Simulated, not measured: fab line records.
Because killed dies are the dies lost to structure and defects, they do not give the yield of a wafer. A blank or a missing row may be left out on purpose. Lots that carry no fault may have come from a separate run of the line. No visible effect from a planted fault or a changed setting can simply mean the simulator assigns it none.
Split-lot trial | flow n5-finfet | route with 1938 steps; 7 lots, 21 wafers read

## THE SPLIT ITSELF
At N5_BEOL_M8_COAT_05 (resist thk 90 nm), the setting spin-rpm was moved away from the recipe's 1500 rpm on 6 of the 21 wafers read, by -7.8% to -5.3%. For the rest of the wafers, this setting stayed at what the recipe calls for.

## FROM THE SPLIT TO THE READING: what the file shows between them, 4 steps
- N5_BEOL_M8_EBR_07
- N5_BEOL_M8_SOFTBAKE_06: time 60 s
- N5_BEOL_M8_EXPOSE_08: exposes mask M8
- N5_BEOL_M8_PEB_09: peb time 60 s

## THE READING
CAR-ArF_of_BEOL_M8_COAT_05.thk-nm (the simulator's own value, which no gauge read), in nm, at N5_BEOL_M8_DEVELOP_10 (develop time 30 s). No usual value for it is given in the file. The 15 wafers here that ran the recipe average 88.6 nm, standard deviation 0.25 nm.

wafer  | tool, chamber at the split | spin-rpm as run, rpm | against the recipe | CAR-ArF_of_BEOL_M8_COAT_05.thk-nm, nm | against lot-mates on the recipe
L079.2 | litho-track-05, 0          | 1500                 | recipe             | 88.2                                  | -
L079.4 | litho-track-05, 0          | 1500                 | recipe             | 88.2                                  | -
L079.5 | litho-track-05, 0          | 1383                 | -7.8%              | 91.8                                  | +3.6
L084.1 | litho-track-05, 0          | 1417                 | -5.5%              | 91.2                                  | +2.4
L084.4 | litho-track-05, 0          | 1500                 | recipe             | 88.8                                  | -
L084.6 | litho-track-05, 0          | 1417                 | -5.5%              | 91                                    | +2.2
L082.2 | litho-track-05, 0          | 1500                 | recipe             | 88.6                                  | -
L082.4 | litho-track-05, 0          | 1500                 | recipe             | 88.6                                  | -
L082.5 | litho-track-05, 0          | 1500                 | recipe             | 88.4                                  | -
L080.1 | litho-track-02, 0          | 1500                 | recipe             | 89                                    | -
L080.6 | litho-track-02, 0          | 1500                 | recipe             | 89                                    | -
L080.2 | litho-track-02, 0          | 1500                 | recipe             | 88.8                                  | -
L092.1 | litho-track-04, 0          | 1413                 | -5.8%              | 91.8                                  | +3.2
L092.2 | litho-track-04, 0          | 1500                 | recipe             | 88.6                                  | -
L092.5 | litho-track-04, 0          | 1413                 | -5.8%              | 91.6                                  | +3.0
L091.1 | litho-track-04, 0          | 1421                 | -5.3%              | 91                                    | +2.4
L091.3 | litho-track-04, 0          | 1500                 | recipe             | 88.4                                  | -
L091.4 | litho-track-04, 0          | 1500                 | recipe             | 88.8                                  | -
L097.2 | litho-track-05, 0          | 1500                 | recipe             | 88.8                                  | -
L097.5 | litho-track-05, 0          | 1500                 | recipe             | 88.6                                  | -
L097.6 | litho-track-05, 0          | 1500                 | recipe             | 88.4                                  | -

FIT RESULTS
A straight line over all 21 wafers: CAR-ArF_of_BEOL_M8_COAT_05.thk-nm changes by -0.463 nm for each +1% of spin-rpm; r = -0.98; the points scatter about the line by 0.28 nm.
The same after taking each lot's own level away (the mean of its wafers on the recipe; 21 wafers): -0.471 nm for each +1%; r = -0.99; scatter 0.2 nm.
That fit puts the effect of the largest move of spin-rpm on the reading at 3.7 nm.
From 88.20 to 88.93 nm: that is the span of the lots' own levels, equal to 3.0 times the standard deviation above.
Hence the lot-to-lot level has little effect on the slope; both slopes agree.
Check: with one of the wafers moved furthest among these (-7.8%) left out of the fit, the line predicts +3.7 nm for it against its lot-mates. It came out at +3.6 nm against them.

## ADDITIONAL SPLITS CARRIED BY THESE WAFERS
Note: prior to the reading, these wafers also went through further splits. Each is held against what the fit with the lots' levels taken away leaves over:
other split on the same wafers    | wafers away from the commonest value | r with CAR-ArF_of_BEOL_M8_COAT_05.thk-nm (lot level and that fit taken away)
N5_BEOL_M6_HM_DEP_02 target-thk-a | 3                                    | +0.54
N5_BEOL_M6_TRENCH_ETCH_37 bias-w  | 4                                    | -0.28
N5_BEOL_M8_PECVD_70 temp-c        | 3                                    | +0.16

## THE WHOLE CHAIN: every reading that the file lists as answering this split, in the file's order
step                  | what it does      | reading                                                                            | change (the file's fit)               | r (the file's)
N5_BEOL_M8_COAT_05    | resist thk 90 nm  | CAR-ArF_of_BEOL_M8_COAT_05.thk-nm (the simulator's own value, which no gauge read) | -0.46 nm for each +1% of the setting  | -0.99
N5_BEOL_M8_DEVELOP_10 | develop time 30 s | CAR-ArF_of_BEOL_M8_COAT_05.thk-nm (the simulator's own value, which no gauge read) | -0.467 nm for each +1% of the setting | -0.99

## THE FILE'S OWN FIT
CAR-ArF_of_BEOL_M8_COAT_05.thk-nm changes by -0.467 nm for each +1% of spin-rpm, r = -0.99.
